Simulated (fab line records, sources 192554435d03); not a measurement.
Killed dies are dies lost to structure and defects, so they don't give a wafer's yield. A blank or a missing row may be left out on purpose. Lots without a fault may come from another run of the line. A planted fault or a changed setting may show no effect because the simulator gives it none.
Split-lot experiment | flow n5_finfet | 7 lots, 39 wafers read, on a route of 1938 steps

THE SPLIT
At N5_MOL_CONTACT_COAG_DESCUM_45 (chemistry O2, time 7 s), the setting time_s was moved away from the recipe's 7 s on 12 of the 39 wafers read, by -49.2% to +36.1%. The other wafers ran this setting at the recipe's value.

FROM THE SPLIT TO THE READING: what the file shows between them, 1 step
- N5_MOL_CONTACT_COAG_ETCH_65: etches underlayer in N2/H2, target depth 13 nm, time 10.4 s

THE READING
CAR-EUV_of_MOL_CONTACT_COAG_COAT_34.thk_nm (the simulator's own value, which no gauge read), in nm, at N5_MOL_CONTACT_COAG_ETCH_66 (etches SiARC in CF4, target depth 13 nm, time 21.7 s). The file gives no usual value for it. The 27 wafers here that ran the recipe average 16.9 nm, standard deviation 0.16 nm.

wafer  | tool, chamber at the split | time_s as run, s | against the recipe | CAR-EUV_of_MOL_CONTACT_COAG_COAT_34.thk_nm, nm | against lot-mates on the recipe
L078.1 | rie_diel-03, 2,0           | 9.53             | +36.1%             | 15.6                                           | -1.2
L078.2 | rie_diel-03, 1,1,2         | 7                | recipe             | 16.8                                           | -
L078.5 | rie_diel-03, 1,1,2         | 7                | recipe             | 16.8                                           | -
L078.6 | rie_diel-03, 1,1,2         | 7                | recipe             | 16.8                                           | -
L078.3 | rie_diel-03, 0             | 9.53             | +36.1%             | 15.8                                           | -1.0
L078.4 | rie_diel-03, 2,0           | 9.53             | +36.1%             | 15.8                                           | -1.0
L081.1 | rie_diel-05, 3,2           | 8.147            | +16.4%             | 16.2                                           | -0.5
L081.2 | rie_diel-05, 3,2           | 8.147            | +16.4%             | 16.2                                           | -0.5
L081.6 | rie_diel-05, 0             | 8.147            | +16.4%             | 16.2                                           | -0.5
L081.3 | rie_diel-05, 1,0           | 7                | recipe             | 16.8                                           | -
L081.4 | rie_diel-05, 1,0           | 7                | recipe             | 16.8                                           | -
L081.5 | rie_diel-05, 3             | 7                | recipe             | 16.6                                           | -
L082.1 | rie_diel-03, 0,1,2         | 8.877            | +26.8%             | 16                                             | -0.8
L082.2 | rie_diel-03, 0,1,2         | 8.877            | +26.8%             | 15.8                                           | -1.0
L082.5 | rie_diel-03, 0,1,2         | 8.877            | +26.8%             | 15.8                                           | -1.0
L082.3 | rie_diel-03, 2             | 7                | recipe             | 16.8                                           | -
L082.4 | rie_diel-03, 0,1           | 7                | recipe             | 16.8                                           | -
L082.6 | rie_diel-03, 0,1           | 7                | recipe             | 16.8                                           | -
L084.1 | rie_diel-03, 2,0,1,2,0,1   | 7                | recipe             | 17                                             | -
L084.3 | rie_diel-03, 2,0,1,2,0,1   | 7                | recipe             | 17                                             | -
L084.4 | rie_diel-03, 2,0,1,2,0,1   | 7                | recipe             | 17                                             | -
L084.6 | rie_diel-03, 2,0,1,2,0,1   | 7                | recipe             | 17                                             | -
L084.2 | rie_diel-03, 2,0,1,2,0,1   | 7                | recipe             | 17.2                                           | -
L084.5 | rie_diel-03, 2,0,1,2,0,1   | 7                | recipe             | 17.2                                           | -
L093.1 | rie_diel-05, 1,3           | 3.555            | -49.2%             | 18.6                                           | +1.5
L093.3 | rie_diel-05, 1,3           | 3.555            | -49.2%             | 18.6                                           | +1.5
L093.2 | rie_diel-05, 2,3,2         | 7                | recipe             | 17.2                                           | -
L093.4 | rie_diel-05, 2,3,2         | 7                | recipe             | 17                                             | -
L093.6 | rie_diel-05, 2,3,2         | 7                | recipe             | 17                                             | -
L093.5 | rie_diel-05, 1             | 3.555            | -49.2%             | 19                                             | +1.9
L095.1 | rie_diel-01, 2,1,3,2,3     | 7                | recipe             | 17.2                                           | -
L095.5 | rie_diel-01, 2,1,3,2,3     | 7                | recipe             | 17.2                                           | -
L095.2 | rie_diel-01, 2,1,3,2,3     | 7                | recipe             | 17                                             | -
L095.3 | rie_diel-01, 0             | 7                | recipe             | 17                                             | -
L095.4 | rie_diel-01, 2,1,3,2,3     | 7                | recipe             | 17                                             | -
L095.6 | rie_diel-01, 2,1,3,2,3     | 7                | recipe             | 17                                             | -
L096.1 | rie_diel-03, 0             | 7                | recipe             | 16.8                                           | -
L096.4 | rie_diel-03, 1,2           | 7                | recipe             | 16.8                                           | -
L096.6 | rie_diel-03, 1,2           | 7                | recipe             | 16.8                                           | -
Where a row lists several chambers, the file gives one row for several wafers and doesn't say which wafer went through which chamber.

THE FIT
A straight line over all 39 wafers: CAR-EUV_of_MOL_CONTACT_COAG_COAT_34.thk_nm changes by -0.0366 nm for each +1% of time_s; r = -0.97; the points scatter about the line by 0.16 nm.
The same after taking each lot's own level away (the mean of its wafers on the recipe; 39 wafers): -0.0328 nm for each +1%; r = -0.99; scatter 0.1 nm.
On that fit, the largest move of time_s shifts the reading by 1.6 nm.
The lots' own levels span 16.73 to 17.07 nm, that is 2.1 times the standard deviation above.
So the lot-to-lot level changes the slope: the two fits differ.
Check: with one of the wafers moved furthest among these (-49.2%) left out of the fit, the line predicts +1.65 nm for it against its lot-mates. It came out at +1.53 nm against them.

OTHER SPLITS ON THESE WAFERS
These wafers also went through other splits before the reading. Each is held against what the fit with the lots' levels taken away leaves over:
other split on the same wafers | wafers away from the commonest value | r with CAR-EUV_of_MOL_CONTACT_COAG_COAT_34.thk_nm (lot level and that fit taken away)
N5_FIN_SAQP_PECVD_48 time_s    | 12                                   | +0.02
N5_ILD0_ALD_15 ald_cycles      | 12                                   | +0.04
N5_GATE_CUT_ALD_22 ald_cycles  | 9                                    | -0.17

THE WHOLE CHAIN: every reading that the file lists as answering this split, in the file's order
step                          | what it does                                                | reading                                                                                     | change (the file's fit)                | r (the file's)
N5_MOL_CONTACT_COAG_DESCUM_45 | chemistry O2, time 7 s                                      | CAR-EUV_of_MOL_CONTACT_COAG_COAT_34.thk_nm (the simulator's own value, which no gauge read) | -0.0346 nm for each +1% of the setting | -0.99
N5_MOL_CONTACT_COAG_ETCH_65   | etches underlayer in N2/H2, target depth 13 nm, time 10.4 s | CAR-EUV_of_MOL_CONTACT_COAG_COAT_34.thk_nm (the simulator's own value, which no gauge read) | -0.0343 nm for each +1% of the setting | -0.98
N5_MOL_CONTACT_COAG_ETCH_66   | etches SiARC in CF4, target depth 13 nm, time 21.7 s        | CAR-EUV_of_MOL_CONTACT_COAG_COAT_34.thk_nm (the simulator's own value, which no gauge read) | -0.0327 nm for each +1% of the setting | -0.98

THE FILE'S OWN FIT
CAR-EUV_of_MOL_CONTACT_COAG_COAT_34.thk_nm changes by -0.0327 nm for each +1% of time_s, r = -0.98.
